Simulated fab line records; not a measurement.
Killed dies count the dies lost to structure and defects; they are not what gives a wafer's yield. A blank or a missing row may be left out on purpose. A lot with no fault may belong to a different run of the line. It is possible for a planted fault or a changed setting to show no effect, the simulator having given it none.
Matching of chambers || flow nandHarc || NHARC_A_CHANNEL_HOLE_D2_DEP_01 on pecvd-03: 3 sister chambers
The step deposits SiON, target thk 140 nm. 22 wafers are shown with their chamber, then 11 later ones without.

## WAFERS, EACH WITH ITS CHAMBER
{"wafer": "L074.1", "chamber": 1, "heaterPowerW (W)": 768}
{"wafer": "L074.3", "chamber": 2, "heaterPowerW (W)": 592}
{"wafer": "L074.6", "chamber": 1, "heaterPowerW (W)": 779}
{"wafer": "L075.3", "chamber": 1, "heaterPowerW (W)": 710}
{"wafer": "L075.5", "chamber": 1, "heaterPowerW (W)": 691}
{"wafer": "L075.6", "chamber": 2, "heaterPowerW (W)": 660}
{"wafer": "L076.2", "chamber": 1, "heaterPowerW (W)": 658}
{"wafer": "L076.3", "chamber": 0, "heaterPowerW (W)": 596}
{"wafer": "L076.4", "chamber": 2, "heaterPowerW (W)": 726}
{"wafer": "L079.1", "chamber": 0, "heaterPowerW (W)": 701}
{"wafer": "L079.2", "chamber": 2, "heaterPowerW (W)": 712}
{"wafer": "L079.6", "chamber": 1, "heaterPowerW (W)": 786}
{"wafer": "L081.1", "chamber": 2, "heaterPowerW (W)": 657}
{"wafer": "L081.4", "chamber": 2, "heaterPowerW (W)": 685}
{"wafer": "L081.6", "chamber": 0, "heaterPowerW (W)": 652}
{"wafer": "L082.2", "chamber": 2, "heaterPowerW (W)": 705}
{"wafer": "L082.5", "chamber": 2, "heaterPowerW (W)": 695}
{"wafer": "L082.6", "chamber": 1, "heaterPowerW (W)": 788}
{"wafer": "L085.1", "chamber": 1, "heaterPowerW (W)": 733}
{"wafer": "L085.4", "chamber": 1, "heaterPowerW (W)": 769}
{"wafer": "L085.5", "chamber": 0, "heaterPowerW (W)": 712}
{"wafer": "L086.2", "chamber": 0, "heaterPowerW (W)": 760}

SIGNATURES, as means of the wafers listed above
{"reading": "heaterPowerW", "chamber 0": 684.20, "chamber 1": 742.44, "chamber 2": 679.00, "scatter within a chamber": 49.1}
Rule: a wafer's distance from a chamber is the root of the sum, over the readings, of the square of ((its reading less the chamber's mean) divided by the reading's scatter). If the next closest chamber is less than 2 further off than the closest, the wafer can't be placed; otherwise it belongs to the closest. How the scatter is found: for the shown wafers, subtract from each reading the mean of its chamber, square and add these, divide the total by (wafers less chambers), then take the root.

## WAFERS MISSING THEIR CHAMBER
{"wafer": "L086.3", "heaterPowerW (W)": 658}
{"wafer": "L086.4", "heaterPowerW (W)": 768}
{"wafer": "L089.4", "heaterPowerW (W)": 720}
{"wafer": "L089.5", "heaterPowerW (W)": 767}
{"wafer": "L089.6", "heaterPowerW (W)": 657}
{"wafer": "L093.1", "heaterPowerW (W)": 710}
{"wafer": "L093.2", "heaterPowerW (W)": 754}
{"wafer": "L093.3", "heaterPowerW (W)": 651}
{"wafer": "L097.3", "heaterPowerW (W)": 696}
{"wafer": "L097.5", "heaterPowerW (W)": 726}
{"wafer": "L097.6", "heaterPowerW (W)": 700}

## EACH ONE'S CHAMBER
{"wafer": "L086.3", "from the rows above": "can't be placed: 2 or 0 or 1", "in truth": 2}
{"wafer": "L086.4", "from the rows above": "can't be placed: 1 or 0 or 2", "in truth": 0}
{"wafer": "L089.4", "from the rows above": "can't be placed: 1 or 0 or 2", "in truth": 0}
{"wafer": "L089.5", "from the rows above": "can't be placed: 1 or 0 or 2", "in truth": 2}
{"wafer": "L089.6", "from the rows above": "can't be placed: 2 or 0 or 1", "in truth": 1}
{"wafer": "L093.1", "from the rows above": "can't be placed: 0 or 2 or 1", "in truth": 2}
{"wafer": "L093.2", "from the rows above": "can't be placed: 1 or 0 or 2", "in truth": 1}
{"wafer": "L093.3", "from the rows above": "can't be placed: 2 or 0 or 1", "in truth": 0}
{"wafer": "L097.3", "from the rows above": "can't be placed: 0 or 2 or 1", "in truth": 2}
{"wafer": "L097.5", "from the rows above": "can't be placed: 1 or 0 or 2", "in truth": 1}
{"wafer": "L097.6", "from the rows above": "can't be placed: 0 or 2 or 1", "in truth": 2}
0 of 11 placed correctly. From these rows, 11 cannot be placed; in 11 the true chamber is one of the candidates. Wrongly placed: 0.
